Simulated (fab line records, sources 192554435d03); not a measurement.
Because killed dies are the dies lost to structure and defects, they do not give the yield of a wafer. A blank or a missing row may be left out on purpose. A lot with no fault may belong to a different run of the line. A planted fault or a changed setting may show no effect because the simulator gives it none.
Split-lot study ; flow n5Finfet ; on a route of 1938 steps: 7 lots, 21 wafers read

ON THE SPLIT
At N5_BEOL_M2_EXPOSE_25 (exposes mask V1, defocus 5 nm), the setting doseMj was moved away from the recipe's 63 on 7 of the 21 wafers read, by -5.5% to +6.4%. For the rest of the wafers, this setting stayed at what the recipe calls for.

FROM THE SPLIT TO THE READING: what the file shows between them, 2 steps
- N5_BEOL_M2_PEB_26: peb time 60 s
- N5_BEOL_M2_DEVELOP_27: develop time 30 s

THE READING
cdNm, in nm, at N5_BEOL_M2_CD_MEAS_28 (target cd 26.2 nm, target cd y 24.1 nm). Typical for fault-free wafers on this fab line: 26.16 nm, with standard deviation 0.28 nm.

wafer;tool, chamber at the split;doseMj as run;against the recipe;cdNm, nm;against lot-mates on the recipe
L077.2;euvScanner-02, 0;65.69;+4.3%;27.17;+0.65
L077.3;euvScanner-02, 0;63;recipe;26.52;-
L077.5;euvScanner-02, 0;65.69;+4.3%;27.22;+0.70
L079.2;euvScanner-02, 0;67.05;+6.4%;27.40;+1.23
L079.4;euvScanner-02, 0;63;recipe;26.25;-
L079.6;euvScanner-02, 0;63;recipe;26.09;-
L081.4;euvScanner-02, 0;64.79;+2.8%;26.58;+0.50
L081.5;euvScanner-02, 0;63;recipe;26.08;-
L081.6;euvScanner-02, 0;64.79;+2.8%;27.07;+0.99
L083.2;euvScanner-02, 0;63;recipe;25.51;-
L083.3;euvScanner-02, 0;63;recipe;26.16;-
L083.5;euvScanner-02, 0;63;recipe;25.67;-
L084.1;euvScanner-02, 0;63;recipe;25.86;-
L084.4;euvScanner-02, 0;60.38;-4.2%;25.23;-0.75
L084.6;euvScanner-02, 0;63;recipe;26.11;-
L090.3;euvScanner-02, 0;63;recipe;26.40;-
L090.4;euvScanner-02, 0;63;recipe;26.06;-
L090.5;euvScanner-02, 0;63;recipe;25.96;-
L092.1;euvScanner-01, 0;59.52;-5.5%;25.38;-1.15
L092.2;euvScanner-01, 0;63;recipe;26.60;-
L092.4;euvScanner-01, 0;63;recipe;26.46;-

THE FIT
A straight line over all 21 wafers: cdNm changes by +0.202 nm for each +1% of doseMj; r = +0.88; the points scatter about the line by 0.29 nm.
The same after taking each lot's own level away (the mean of its wafers on the recipe; 21 wafers): +0.193 nm for each +1%; r = +0.94; scatter 0.18 nm.
On that fit, the largest move of doseMj shifts the reading by 1.2 nm.
From 25.780 to 26.530 nm: that is the span of the lots' own levels, equal to 2.7 times the standard deviation above.
So the lot-to-lot level changes the slope little: the two slopes agree.
Check: +1.25 nm against its lot-mates is what the line predicts for one of the wafers moved furthest among these (+6.4%) when that wafer is left out of the fit. It came out at +1.23 nm against them.

THE FILE'S OWN FIT
cdNm changes by +0.194 nm for each +1% of doseMj, r = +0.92.
